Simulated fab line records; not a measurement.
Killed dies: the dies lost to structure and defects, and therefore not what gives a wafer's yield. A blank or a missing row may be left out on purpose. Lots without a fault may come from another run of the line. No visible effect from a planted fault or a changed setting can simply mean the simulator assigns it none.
Matching of chambers + flow nand harc + NHARC_A_CONTACT_DEP_85 on pecvd-02: 3 sister chambers
The step deposits SiON, target thk 50 nm. 3 wafers are shown with their chamber, then 12 later ones without.

## WAFERS PAIRED WITH THEIR CHAMBERS
| wafer  | chamber | heater power w (W) |
|--------|---------|--------------------|
| L087.6 | 2       | 878                |
| L089.5 | 1       | 782                |
| L089.6 | 0       | 774                |

## WAFERS MISSING THEIR CHAMBER
| wafer  | heater power w (W) |
|--------|--------------------|
| L089.2 | 770                |
| L089.3 | 779                |
| L089.4 | 768                |
| L091.3 | 703                |
| L091.5 | 709                |
| L091.6 | 761                |
| L092.1 | 815                |
| L092.3 | 763                |
| L092.4 | 939                |
| L094.1 | 734                |
| L094.2 | 801                |
| L094.5 | 750                |

## WHICH CHAMBER EACH ONE RAN IN
| wafer  | from the rows above          | in truth |
|--------|------------------------------|----------|
| L089.2 | can't be placed: 0 or 1      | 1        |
| L089.3 | can't be placed: 1 or 0      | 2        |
| L089.4 | can't be placed: 0 or 1      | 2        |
| L091.3 | can't be placed: 0 or 1      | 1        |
| L091.5 | can't be placed: 0 or 1      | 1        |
| L091.6 | can't be placed: 0 or 1      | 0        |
| L092.1 | can't be placed: 1 or 0 or 2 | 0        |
| L092.3 | can't be placed: 0 or 1      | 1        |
| L092.4 | 2                            | 2        |
| L094.1 | can't be placed: 0 or 1      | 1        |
| L094.2 | can't be placed: 1 or 0 or 2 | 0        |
| L094.5 | can't be placed: 0 or 1      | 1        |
Placed correctly: 1 of 12. Cannot be placed on the basis of these rows: 11; the candidates contain the true chamber in 9. Number placed wrongly: 0.
How it was worked out, from the rows above alone: a wafer's distance from a chamber is the root of the sum, over the readings, of the square of ((its reading less the chamber's mean) divided by the reading's scatter). The wafer belongs to the nearest chamber; if the next one is less than 2 further off, it can't be placed. A chamber's mean is the mean of its shown wafers. The scatter: with one shown wafer a chamber, the root of the mean of the squares of how far each hidden wafer lies from its nearest shown one.
